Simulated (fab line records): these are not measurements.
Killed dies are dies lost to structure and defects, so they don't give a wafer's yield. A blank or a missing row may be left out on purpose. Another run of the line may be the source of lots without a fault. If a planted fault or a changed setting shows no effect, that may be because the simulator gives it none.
The same fault as seen by 2 desks -- flow nand_harc -- each desk has only its own numbers; what lay behind them comes last

AT THE METROLOGY DESK
What the gauges read, lot by lot, whatever tool the lot ran on: means of the sampled wafers that have a number. The brackets show how far a lot's mean lies from the usual mean; more than 4 standard deviations puts the lot out of limits, marked OUT.
Columns: A = thk_nm at NHARC_A_ONON_D2_THK_MEAS_05, usual 1002 nm; B = thk_nm at NHARC_A_ONON_D2_THK_MEAS_27, usual 999 nm; C = cd_nm at NHARC_A_CHANNEL_HOLE_D2_CD_MEAS_10, usual 100.3 nm
lot,first seen here,A,B,C
L694,day 13 03:41,1007,986,100.3
L696,day 13 15:20,991,1005,100.1
L693,day 13 15:20,990,1011,100.4
L695,day 13 15:28,997,993,100.9
L698,day 14 07:06,1006,1011,99.1
L699,day 14 19:07,1017,996,100.0
L700,day 15 17:43,1002,1007,100.2
L701,day 16 01:13,1013,1016,100.0
L705,day 17 02:14,987,1004,100.4
L708,day 19 03:06,995,1325 (+37) OUT,100.7
L710,day 20 00:20,1003,1485 (+55) OUT,-
L711,day 20 02:54,993,999,100.0
L712,day 20 03:04,987,986,100.6
This desk finds L708, L710 out of limits, L708 being first, at day 19 13:53 (thk_nm at NHARC_A_ONON_D2_THK_MEAS_27). Within limits: L694, L696, L693, L695, L698, L699, L700, L701, L705, L711, L712.

DESK OF THE TOOL OWNER: pecvd_onon-01
The tool's own readings at NHARC_A_ONON_D2_DEP_25 (target thk 1000 nm): means of the sampled wafers that have a number, for each lot that ran on this tool. The brackets show how far a lot's mean lies from the usual mean; more than 4 standard deviations puts the lot out of limits, marked OUT.
Columns: A = n2o_flow_sccm at NHARC_A_ONON_D2_DEP_25, usual 2000 sccm
lot,first seen here,A
L694,day 13 13:58,2002
L696,day 14 02:10,2001
L708,day 19 13:25,2003
L710,day 20 10:44,1999
This desk found nothing out of limits on any of the 4 lots.

ALL TOGETHER
At day 19 13:53 the metrology desk could have sounded an alarm, on L708, L710.
Nothing out of limits was seen by the tool owner's desk.
Tool owner's desk: L708, L710 on record, inside its limits.
The lots listed all ran NHARC_A_ONON_D2_DEP_25 on pecvd_onon-01.

WHAT THE SIMULATOR HAD INSERTED
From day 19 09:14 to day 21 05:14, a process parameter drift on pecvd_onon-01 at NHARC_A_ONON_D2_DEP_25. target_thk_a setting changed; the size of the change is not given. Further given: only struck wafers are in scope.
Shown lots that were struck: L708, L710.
Delay in hours, fault start to first out-of-limits reading, per desk: metrology desk 5.
